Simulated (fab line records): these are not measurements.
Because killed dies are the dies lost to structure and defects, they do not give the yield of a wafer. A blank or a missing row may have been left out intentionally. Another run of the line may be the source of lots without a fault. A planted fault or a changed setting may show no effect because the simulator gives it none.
Problem report in the 8D (eight disciplines) form, filled by code :: flow n5_finfet :: the parts of the form that need people (team, actions taken, sign-off) are left out

## 1. WHAT IS WRONG
Wafers without a fault read 185.0 W, standard deviation 0.57; bias_w at N5_BEOL_M2_TRENCH_ETCH_37 reads a mean of 166.8 W on 6 wafers belonging to 2 lots. That is -32 standard deviations from the usual mean.
The step: etches SiOC in C4F6/O2, target depth 55.555 nm, time 29.2 s.
First seen on wafer L860.2, day 10 12:07, on rie_diel-03. At this step, 12 wafers from 4 lots have a number in the record. By rule, "out" or "out of limits" means more than 4 standard deviations away from the usual mean. The other wafers with a number count as sound.

## 2. WHAT IT IS AND WHAT IT IS NOT
question: which readings at this step
is: bias_w, rf_vpp_V
is not: chamber_pressure_mTorr, drypump_motor_current_A, oes_product_au, showerhead_plenum_p_Torr, throttle_valve_pct

question: which lots
is: L860, L863
is not: L845, L868

question: which wafers of those lots
is: all that have a number
is not: -

question: read on which tools
is: rie_diel-03
is not: rie_diel-05

question: when
is: from day 10 12:07
is not: up to then (3 sound wafers); but 3 sound wafers of L868 came after

## 3. SUSPECTS, AND WHAT RULES EACH OUT
Counting: a tool at any process step up to the reading remains a suspect when it ran all the lots that are out and ran no sound lot after the first of those.
- rie_diel-03 at N5_BEOL_M2_TRENCH_ETCH_37 (etches SiOC in C4F6/O2, target depth 55.555 nm, time 29.2 s): kept. It ran every lot that is out, first L860 (day 10 12:07), and no sound lot after that; its last sound lot up to then is L845 (day 7 11:55). Its own bias_w, rf_vpp_V readings are out on those wafers.
The count leaves rie_diel-03 at N5_BEOL_M2_TRENCH_ETCH_37.

## 4. THE CAUSE (what the simulator had put in)
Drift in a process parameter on rie_diel-03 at N5_BEOL_M2_TRENCH_ETCH_37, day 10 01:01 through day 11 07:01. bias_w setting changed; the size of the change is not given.
Only this tool survived the counting.

## 5. THE CHAIN OF EFFECTS, in route order
Rows list readings where the struck wafers' mean (over those with a number) sits beyond 3 standard deviations from the usual. Only readings for which the record gives a usual standard deviation are gone through. hours: the time from each lot's start at the first step in this table that gives one to its start at this step, as a median over the lots. sigmas: the change in usual standard deviations.
hours: 0
step: N5_BEOL_M2_TRENCH_ETCH_37
reading: bias_w
usual: 185.0 W
on struck wafers: 166.8
change: -18.2
sigmas: -32

hours: 0
step: N5_BEOL_M2_TRENCH_ETCH_37
reading: rf_vpp_V
usual: 663 V
on struck wafers: 606
change: -57
sigmas: -10
Here are the process steps it includes:
- N5_BEOL_M2_TRENCH_ETCH_37: etches SiOC in C4F6/O2, target depth 55.555 nm, time 29.2 s.
Later steps that measure or inspect, where all struck wafers having a row at the step show a number for every such reading and not one has moved that far: N5_BEOL_M4_RC_MEAS_101.

## 6. WHAT WOULD HAVE CAUGHT IT SOONER
11 hours passed between the start of the fault at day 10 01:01 and the first reading out of limits in this record, taken at day 10 12:07.
